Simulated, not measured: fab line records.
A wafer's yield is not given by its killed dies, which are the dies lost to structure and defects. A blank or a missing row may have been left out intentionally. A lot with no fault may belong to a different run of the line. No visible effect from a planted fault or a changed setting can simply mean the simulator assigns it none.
Matching of chambers | flow n5_finfet | 3 sister chambers for N5_BEOL_M0_SAQP_PECVD_96 on pecvd-01
The step deposits a-Si from SiH4/He, target thk 45 nm, time 45.2 s. 3 wafers are shown with their chamber, then 9 later ones without.

== WAFERS WITH THEIR CHAMBER ==
wafer  | chamber | throttle_valve_pct (%)
L087.1 | 1       | 18.7
L087.2 | 0       | 17.5
L087.3 | 2       | 17.3

== WAFERS WITHOUT THEIR CHAMBER ==
wafer  | throttle_valve_pct (%)
L092.2 | 18.8
L092.4 | 18.8
L092.6 | 16.9
L096.2 | 17.2
L096.3 | 17.8
L096.5 | 17.3
L097.2 | 17.6
L097.4 | 18.8
L097.5 | 17.0

== WHICH CHAMBER EACH WENT THROUGH ==
wafer  | from the rows above     | in truth
L092.2 | 1                       | 1
L092.4 | 1                       | 1
L092.6 | can't be placed: 2 or 0 | 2
L096.2 | can't be placed: 2 or 0 | 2
L096.3 | can't be placed: 0 or 2 | 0
L096.5 | can't be placed: 2 or 0 | 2
L097.2 | can't be placed: 0 or 2 | 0
L097.4 | 1                       | 1
L097.5 | can't be placed: 2 or 0 | 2
Placed correctly: 3 of 9. Can't be placed from these rows: 6 (the true chamber is among the candidates in 6). Number placed wrongly: 0.
How it was worked out, from the rows above alone: a wafer's distance from a chamber is the root of the sum, over the readings, of the square of ((its reading less the chamber's mean) divided by the reading's scatter). If the next closest chamber is less than 2 further off than the closest, the wafer can't be placed; otherwise it belongs to the closest. For every chamber, the mean is computed from those of its wafers that are shown. The scatter: with one shown wafer a chamber, the root of the mean of the squares of how far each hidden wafer lies from its nearest shown one.
